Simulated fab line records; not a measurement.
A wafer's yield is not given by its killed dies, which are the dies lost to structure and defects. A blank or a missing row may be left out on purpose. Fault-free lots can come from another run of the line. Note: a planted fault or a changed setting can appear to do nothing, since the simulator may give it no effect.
Struck lot and sound lot, side by side	flow nand_harc	16 out of 1302 route steps
Sound: these wafers, L779.2, L779.4, L779.5. Wafers struck: L795.1, L795.2, L795.5. The cause is named last.
Each step with rows lists, per side, the tool, then ch with its chambers, then its first start. Under that, the readings that differ: sound wafers	struck wafers	difference of the means	sigmas: that difference in standard deviations of wafers without a fault.
alike: readings whose means differ by less than 2 such deviations, and words and numbers that are the same on both sides. not compared: withheld readings, readings that some wafer has no value for, bounds like >300 that may hide the same value, and numbers for which the record gives no deviation and whose values overlap.
The two part at a step that has a row with sigmas, a row that says differs or no value, or rows on one side only. Non-overlapping numbers with no deviation appear without sigmas and do not part them. Lack of a reading on every wafer of one side parts them only where that side has two or more wafers.

first, 2 steps without rows for these wafers: NHARC_A_ONON_D1_ANNEAL_15 (time 3600 s); NHARC_A_ONON_D1_DEP_16 (target thk 1000 nm).
NHARC_A_ONON_D1_THK_MEAS_18: measures by ellipsometry.
  sound on film_metro-02 at day 11 05:19; struck on film_metro-01 at day 17 14:23
  alike: thk_nm
then, no rows for these wafers at 1 step: NHARC_A_ONON_D1_DEP_19 (target thk 1000 nm).
NHARC_A_ONON_D1_THK_MEAS_21: measures by ellipsometry.
  sound on film_metro-01 at day 11 05:53; struck on film_metro-01 at day 17 14:58
  alike: thk_nm
then, no rows for these wafers at 1 step: NHARC_A_ONON_D1_DEP_22 (target thk 1000 nm).
NHARC_A_ONON_D1_THK_MEAS_24: measures by ellipsometry.
  sound on film_metro-02 at day 11 06:28; struck on film_metro-01 at day 17 15:31
  alike: thk_nm
then, no rows for these wafers at 1 step: NHARC_A_ONON_D1_DEP_25 (target thk 1000 nm).
NHARC_A_ONON_D1_THK_MEAS_27: measures by ellipsometry.
  sound on film_metro-01 at day 11 07:01; struck on film_metro-01 at day 17 16:05
reading	sound	struck	difference	sigmas
thk_nm (nm)	992 991 991	1014 1013 1014	+22	+3
then, no rows for these wafers at 1 step: NHARC_A_ONON_D1_DEP_28 (target thk 1000 nm).
NHARC_A_ONON_D1_THK_MEAS_30: measures by ellipsometry.
  sound on film_metro-02 at day 11 07:35; struck on film_metro-02 at day 17 16:38
  alike: thk_nm
NHARC_A_ONON_D1_DEP_33: deposits SiO2, target thk 200 nm.
  sound on pecvd-02 ch 0,2, day 11 07:49; struck on pecvd-02 ch 0,1, day 17 16:44
  alike: heater_power_w, throttle_valve_pct
NHARC_A_ONON_D1_THK_MEAS_34: measures by ellipsometry.
  sound on film_metro-02 at day 11 08:11; struck on film_metro-01 at day 17 17:07
reading	sound	struck	difference	sigmas
thk_nm (nm)	201.2 203.2 203.6	195.3 195.1 197.9	-6.6	-2
NHARC_A_ONON_D1_INSPECT_32:
  sound on defect_inspect-02 at day 11 08:15; struck on defect_inspect-02 at day 17 17:10
reading	sound	struck	difference	sigmas
raw_defect_count	76 51 73	451 517 463	+410	+18
NHARC_A_CHANNEL_HOLE_D1_DEP_00: deposits aC, target thk 3100 nm.
  sound on acl_dep-01 ch 0, day 11 10:17; struck on acl_dep-01 ch 0, day 17 17:14
  alike: throttle_valve_pct
-- the record jumps here: 16 days lie between the struck wafers' starts before and after (it left off in module A_CHANNEL_HOLE_D1 and takes up again in module END, whose first step shown is number 1302 of the route) --
NHARC_END_SORT_01:
  only the struck wafers appear in the record here, on prober-01 ch 0 at day 33 18:53; the sound ones have no rows

== WHERE THEY PART ==
Earliest at NHARC_A_ONON_D1_THK_MEAS_27; latest, in this record, at NHARC_END_SORT_01.

WHY: what had been put in by the simulator
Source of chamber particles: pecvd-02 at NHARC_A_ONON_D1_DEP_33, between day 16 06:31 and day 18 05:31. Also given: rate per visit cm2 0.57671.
